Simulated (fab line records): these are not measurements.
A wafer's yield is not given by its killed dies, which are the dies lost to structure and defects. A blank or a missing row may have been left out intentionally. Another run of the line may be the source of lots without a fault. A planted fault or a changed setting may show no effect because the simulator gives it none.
fab line records	flow n5Finfet
record: lots: 9	wafers: 27	lastDay: 18
route steps=1938 shown BEOL_M12@1636 BEOL_M13@1660
lots untouched by any fault: they come from a run of this same line in which no faults occurred
startH: start of the lot's first displayed wafer, in hours after the record's first day	waitH: hours elapsed since this lot's preceding step	" unchanged from the row above	L1.1+2: several wafers, shown together as one row	- either no value or no given start	* or withheld: withheld	< > ~ a bound
route shown NAME@n: NAME is a module with steps in the file, n the number in the route of the first one	usual: mean/standard deviation taken from wafers without a fault	same: alike in all rows	chamber/n: place in a boat	sites: readings site by site	_std_site: the standard deviation of these	_edge_site: inner sites' mean taken away from outer sites' mean	radiusMm: how far each site lies from the wafer's centre	mask NAME#n: copy n	behind: tool/chamber where the wafer was last shaped	hold: the reason the lot was held/the length of the hold in hours/how it ended	device: the n, p or np transistor that did not switch	end of line: tests of these same wafers at the route's end	for a step that has no rows: nothing shown but its recipe	killed: at the first sort, the dies lost to defects and structure; wafer yield is something else	map: per-die view of a wafer (x killed, . not killed, _ where there is no die)
set.NAME: setting as actually run; set.NAME@STEP: the setting as run at that earlier step	model.NAME: the simulator's own value behind a step, which no gauge read
the route's steps for a sample of lots (tables are steps, rows are wafers)
services: when a tool's chamber went out of use (startH, in hours from the record's first day, below 0 if earlier), for how many hours, and the reason
== steps ==
step: N5_BEOL_M12_ETCH_67
recipe: chemistry: CF4	target: SiARC	targetDepthA: 1430	timeS: 238.3	ionEnergyEv: 80	pressureMtorr: 40	sourceW: 545	biasW: 36	Ar_flow_sccm: 100	cf4FlowSccm: 100	ends: cleared
usual: biasW: 36.00/0.12	chamberPressureMTorr: 40.00/0.039	drypumpMotorCurrentA: 5.6/0.51	etchRfOnTimeS: 237/3.3	oesProductAu: 0.70/0.057	rfVppV: 184.5/1.1	showerheadPlenumPTorr: 2.18/0.079	throttleValvePct: 15.55/0.15
lot.wafer	tool	chamber	startH	waitH	biasW	chamberPressureMTorr	drypumpMotorCurrentA	etchRfOnTimeS	oesProductAu	rfHoursCounterH	rfVppV	showerheadPlenumPTorr	throttleValvePct
L218.2	rieDiel-03	1	285.48	0.0	35.85	40.04	6.5	235	0.69	98	185.9	2.24	15.58
L218.3	"	3	"	"	36.17	39.99	4.8	238	0.59	237	184.7	2.20	15.98
L218.5	"	0	"	"	36.17	40.02	5.5	236	0.77	-	183.2	2.09	15.32
L222.2	rieDiel-01	2	302.51	0.0	35.92	40.01	5.3	235	0.73	61	185.9	2.26	15.49
L222.3	"	0	"	"	36.14	40.07	5.7	235	0.66	132	184.2	2.14	15.57
L222.6	"	3	"	"	36.01	40.03	6.3	231	0.71	-	182.3	2.09	15.64
L223.1	rieDiel-03	1	302.92	0.0	35.85	40.04	6.5	234	0.69	103	186.4	2.24	15.60
L223.4	"	2	"	"	36.11	40.01	5.2	240	0.59	246	183.1	2.03	15.87
L223.5	"	0	"	"	35.81	39.97	5.5	234	0.77	-	183.8	2.09	15.33
L219.1	rieDiel-01	3	303.00	0.0	35.94	40.01	6.3	235	0.71	71	183.3	2.09	15.64
L219.4	"	2	"	"	36.02	40.01	5.4	237	0.73	62	185.7	2.26	15.51
L219.5	"	2	"	"	35.79	40.02	5.3	241	0.72	-	185.9	2.26	15.49
L231.3	rieDiel-04	3	345.21	0.0	35.94	39.96	6.0	235	0.75	55	184.6	2.26	15.62
L231.4	"	1	"	"	36.25	40.00	5.1	242	0.69	74	185.9	2.25	15.32
L231.6	"	3	"	"	35.86	40.00	6.0	232	0.75	-	185.7	2.26	15.62
L229.4	rieDiel-04	1	346.49	0.0	36.00	40.00	5.0	242	0.69	74	186.0	2.25	15.31
L229.5	"	0	"	"	35.86	40.06	5.3	241	0.69	-	183.8	2.08	15.57
L229.6	"	3	"	"	36.11	39.97	6.0	235	0.74	-	184.7	2.26	15.63
L234.2	rieDiel-03	1	370.78	0.0	36.08	40.00	6.5	237	0.67	130	184.1	2.23	15.66
L234.4	"	0	"	"	36.07	40.01	5.5	235	0.73	68	183.7	2.08	15.36
L234.5	"	1	"	"	36.08	40.01	6.5	238	0.66	-	185.2	2.23	15.66
L235.2	rieDiel-04	0	372.18	0.0	36.06	40.00	5.3	243	0.68	111	182.3	2.07	15.57
L235.3	"	1	"	"	35.86	39.94	5.0	244	0.68	82	186.2	2.25	15.33
L235.4	"	3	"	"	36.18	39.99	6.0	234	0.74	65	184.8	2.26	15.62
L238.2	rieDiel-03	3	409.96	0.0	35.89	40.00	4.8	237	0.81	16	184.6	2.19	15.52
L238.4	"	1	"	"	35.99	39.99	6.5	239	0.65	143	184.7	2.23	15.69
L238.6	"	0	"	"	36.18	39.97	5.5	237	0.72	-	182.7	2.08	15.39
step: N5_BEOL_M12_ETCH_38
recipe: chemistry: CF4/N2	target: SiCN	targetDepthA: 687	taperDeg: 2	timeS: 73.4	ionEnergyEv: 150	maskMaterial: SiO2	pressureMtorr: 40	sourceW: 430	biasW: 70	Ar_flow_sccm: 100	cf4FlowSccm: 60	n2FlowSccm: 60
usual: biasW: 70.00/0.22	chamberPressureMTorr: 40.00/0.036	drypumpMotorCurrentA: 5.6/0.49	oesProductAu: 0.82/0.07	rfVppV: 383.1/2	showerheadPlenumPTorr: 2.24/0.081	throttleValvePct: 15.37/0.14
lot.wafer	tool	chamber	startH	waitH	biasW	chamberPressureMTorr	drypumpMotorCurrentA	oesProductAu	rfHoursCounterH	rfVppV	showerheadPlenumPTorr	throttleValvePct
L218.2	rieDiel-01	3	290.34	-	70.25	39.96	6.3	0.83	66	380.1	2.15	15.47
L218.3	"	1	"	"	69.98	40.01	5.1	0.84	72	384.4	2.33	15.40
L218.5	"	1	"	"	69.92	40.04	5.1	0.84	-	385.1	2.33	15.40
L222.2	rieDiel-04	3	304.98	-	70.35	40.00	6.0	0.89	39	384.0	2.34	15.40
L222.3	"	0	"	"	70.10	40.01	5.3	0.81	86	380.3	2.14	15.37
L222.6	"	0	"	"	69.86	39.99	5.3	0.82	-	379.7	2.14	15.35
L223.1	rieDiel-03	2	305.65	-	69.94	40.03	5.3	0.69	247	380.9	2.09	15.70
L223.4	"	0	"	"	70.41	40.00	5.5	0.90	42	383.0	2.15	15.11
L223.5	"	0	"	"	70.01	39.98	5.5	0.90	-	381.5	2.15	15.12
L219.1	rieDiel-03	1	310.55	-	69.70	39.98	6.5	0.81	105	383.3	2.31	15.46
L219.4	"	2	"	"	69.69	39.98	5.3	0.69	249	380.5	2.09	15.70
L219.5	"	1	"	"	69.67	40.00	6.5	0.81	-	385.1	2.31	15.43
L231.3	rieDiel-01	3	347.29	-	70.13	40.00	6.2	0.82	87	381.7	2.14	15.48
L231.4	"	1	"	"	70.18	39.98	5.1	0.80	94	386.3	2.32	15.45
L231.6	"	3	"	"	69.92	40.01	6.3	0.80	-	381.3	2.14	15.49
L229.4	rieDiel-04	2	347.65	-	69.82	39.95	6.1	0.75	155	381.7	2.20	15.33
L229.5	"	1	"	"	70.04	39.99	5.0	0.81	-	384.7	2.32	15.15
L229.6	"	2	"	"	70.07	40.03	6.1	0.75	-	381.7	2.20	15.33
L234.2	rieDiel-01	1	373.67	-	69.75	39.97	5.1	0.80	104	384.7	2.32	15.46
L234.4	"	2	"	"	70.56	39.95	5.3	0.81	89	383.7	2.32	15.36
L234.5	"	0	"	"	70.01	40.02	5.7	0.75	-	382.0	2.20	15.43
L235.2	rieDiel-03	3	375.83	-	69.67	39.91	4.8	0.99	6	383.7	2.26	15.32
L235.3	"	2	"	"	70.15	39.96	5.3	0.94	18	384.9	2.35	15.23
L235.4	"	1	"	"	70.25	39.96	6.5	0.78	132	383.4	2.30	15.50
L238.2	rieDiel-01	1	411.65	-	69.88	39.95	5.1	0.78	116	384.6	2.31	15.49
L238.4	"	0	"	"	70.43	39.96	5.7	0.72	172	382.7	2.19	15.47
L238.6	"	2	"	"	70.20	40.01	5.3	0.80	-	385.0	2.31	15.41
step: N5_BEOL_M12_SPUTTER_44
recipe: material: Ta	targetThkA: 100	tempC: 50	biasV: 80	powerW: 15000	chamberPressurePa: 0.07	timeS: 16.13
usual: susceptorTempC: 50.01/0.12	throttleValvePct: 30.5/0.66
lot.wafer	tool	chamber	startH	waitH	susceptorTempC	throttleValvePct
L218.2	pvdSputter-01	-	290.86	0.0	49.97	30.2
L218.3	"	-	"	"	50.00	31.4
L218.5	"	-	"	"	49.96	31.0
L222.2	pvdSputter-01	-	305.98	0.0	49.91	31.8
L222.3	"	-	"	"	49.96	30.0
L222.6	"	-	"	"	49.97	31.9
L223.1	pvdSputter-01	-	306.40	0.0	50.08	31.5
L223.4	"	-	"	"	50.06	30.4
L223.5	"	-	"	"	50.25	30.2
L219.1	pvdSputter-03	-	311.22	0.0	49.95	30.0
L219.4	"	-	"	"	50.14	30.2
L219.5	"	-	"	"	49.87	29.3
L231.3	pvdSputter-01	-	347.90	0.0	49.90	30.9
L231.4	"	-	"	"	49.99	31.2
L231.6	"	-	"	"	50.09	31.4
L229.4	pvdSputter-01	-	348.71	0.0	49.95	30.2
L229.5	"	-	"	"	50.01	30.6
L229.6	"	-	"	"	49.88	30.7
L234.2	pvdSputter-03	-	374.03	0.0	49.91	30.1
L234.4	"	-	"	"	49.91	29.5
L234.5	"	-	"	"	50.02	29.4
L235.2	pvdSputter-02	-	376.66	0.0	49.86	29.8
L235.3	"	-	"	"	49.97	31.2
L235.4	"	-	"	"	50.18	30.0
L238.2	pvdSputter-02	-	412.12	0.0	50.01	30.0
L238.4	"	-	"	"	49.85	29.9
L238.6	"	-	"	"	49.95	29.9
step: N5_BEOL_M12_CMP_49
recipe: stopOn: SiOC	tOverpolishS: 20.6	downForcePsi: 1	platenRpm: 50	clearingPlatenDownForcePsi: 1.5	clearingPlatenRpm: 50	postCmpClean: cuAlkaline	targetThkNm: 320	clearingPlatenPadVelocityMS: 0.99484	padVelocityMS: 0.99484
usual: barrierFieldEndpointS: 30.4/0.65	motorCurrentA: 6.1/0.63
lot.wafer	tool	chamber	startH	waitH	barrierFieldEndpointS	motorCurrentA
L218.2	cmp-03	0	291.95	0.2	30.0	5.7
L218.3	"	3	"	"	29.4	6.9
L218.5	"	1	"	"	31.2	6.0
L222.3	cmp-04	0	306.61	0.2	31.6	4.8
L222.2	"	3	"	"	32.0	6.2
L222.6	"	0	"	"	30.8	4.8
L223.1	cmp-03	3	307.03	0.3	31.2	6.9
L223.4	"	2	"	"	30.6	5.5
L223.5	"	0	"	"	31.0	6.0
L219.1	cmp-03	1	311.90	0.3	29.5	6.4
L219.4	"	2	"	"	30.5	5.6
L219.5	"	0	"	"	30.3	5.9
L231.4	cmp-02	0	348.56	0.1	30.5	5.4
L231.3	"	1	"	"	30.3	6.7
L231.6	"	0	"	"	33.7	5.8
L229.4	cmp-02	1	349.42	0.1	29.9	7.1
L229.5	"	1	"	"	30.5	6.9
L229.6	"	2	"	"	33.6	5.7
L234.4	cmp-02	3	374.70	0.2	29.6	6.4
L234.2	"	0	"	"	30.9	5.8
L234.5	"	2	"	"	31.1	5.5
L235.3	cmp-04	2	377.36	0.2	30.6	5.5
L235.4	"	3	"	"	30.6	6.2
L235.2	"	0	"	"	29.9	4.7
L238.2	cmp-03	1	412.84	0.3	30.4	5.9
L238.4	"	2	"	"	29.3	5.6
L238.6	"	3	"	"	30.4	6.8
step: N5_BEOL_M13_THK_MEAS_01
recipe: reads: SiOC_of_BEOL_M13_ILD_DEP_00
usual: M13_ILD_THK: 837/9.3
lot.wafer	tool	chamber	startH	waitH	M13_ILD_THK[nm]
L218.2	filmMetro-01	-	292.58	0.1	825
L218.3	"	-	"	"	824
L218.5	"	-	"	"	843
L222.2	filmMetro-02	-	307.25	0.1	819
L222.3	"	-	"	"	836
L222.6	"	-	"	"	841
L223.1	filmMetro-02	-	307.67	0.1	823
L223.4	"	-	"	"	856
L223.5	"	-	"	"	847
L219.1	filmMetro-02	-	312.50	0.1	837
L219.4	"	-	"	"	839
L219.5	"	-	"	"	854
L231.3	filmMetro-01	-	349.19	0.1	834
L231.4	"	-	"	"	838
L231.6	"	-	"	"	839
L229.4	filmMetro-01	-	350.06	0.0	839
L229.5	"	-	"	"	842
L229.6	"	-	"	"	854
L234.2	filmMetro-02	-	375.33	0.1	830
L234.4	"	-	"	"	840
L234.5	"	-	"	"	846
L235.2	filmMetro-01	-	377.96	0.1	833
L235.3	"	-	"	"	834
L235.4	"	-	"	"	853
L238.2	filmMetro-02	-	413.40	0.1	830
L238.4	"	-	"	"	835
L238.6	"	-	"	"	843
== services ==
tool	chamber	startH	hours	kind
cmp-04	-	264.04	5.4	repair
rieDiel-01	0	264.71	3.7	repair
cmp-03	-	273.77	4.5	pm
cmp-03	-	292.87	4.8	pm
rieDiel-04	1	294.03	23.1	repair
pvdSputter-02	-	295.39	5.2	repair
rieDiel-03	2	313.71	-	clean
rieDiel-03	2	313.71	-	consumableReplace:focusRing
rieDiel-03	2	313.71	-	consumableReplace:showerhead
rieDiel-03	2	313.71	17.9	scheduledDown
rieDiel-03	2	313.71	17.9	ventCycle
cmp-04	-	316.71	4.0	pm
rieDiel-03	3	331.61	-	clean
rieDiel-03	3	331.61	-	consumableReplace:focusRing
cmp-03	-	333.31	1.5	repair
cmp-02	-	335.62	5.2	pm
cmp-03	-	341.65	1.3	repair
rieDiel-03	-	353.27	4.3	pm
cmp-03	-	356.61	1.8	repair
pvdSputter-02	-	366.81	8.6	repair
cmp-02	-	389.17	3.4	pm
pvdSputter-02	-	396.80	1.1	repair
cmp-02	-	407.14	4.1	repair
cmp-04	-	410.95	6.7	pm
== key ==
firstSign: step: N5_BEOL_M12_CMP_49	reading: barrierFieldEndpointS	direction: up	sigmas: 5	usual: 30.4	struck: 33.7
effect none on later readings
metAt N5_BEOL_M12_SPUTTER_44
struckLots L229,L231
struckWafers L229.6,L231.6
notActingAt N5_BEOL_M12_ETCH_67,N5_BEOL_M12_ETCH_38,N5_BEOL_M13_THK_MEAS_01
onsetBetween 306.40 347.90
fault: kind: processParameterDrift	tool: pvdSputter-01	chamber: -	onsetH: 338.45	steps: N5_BEOL_M12_SPUTTER_44	channel: timeS	offset: *	shape: step	endH: 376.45	scope: struckWafersOnly	actsIn: *	stated: *
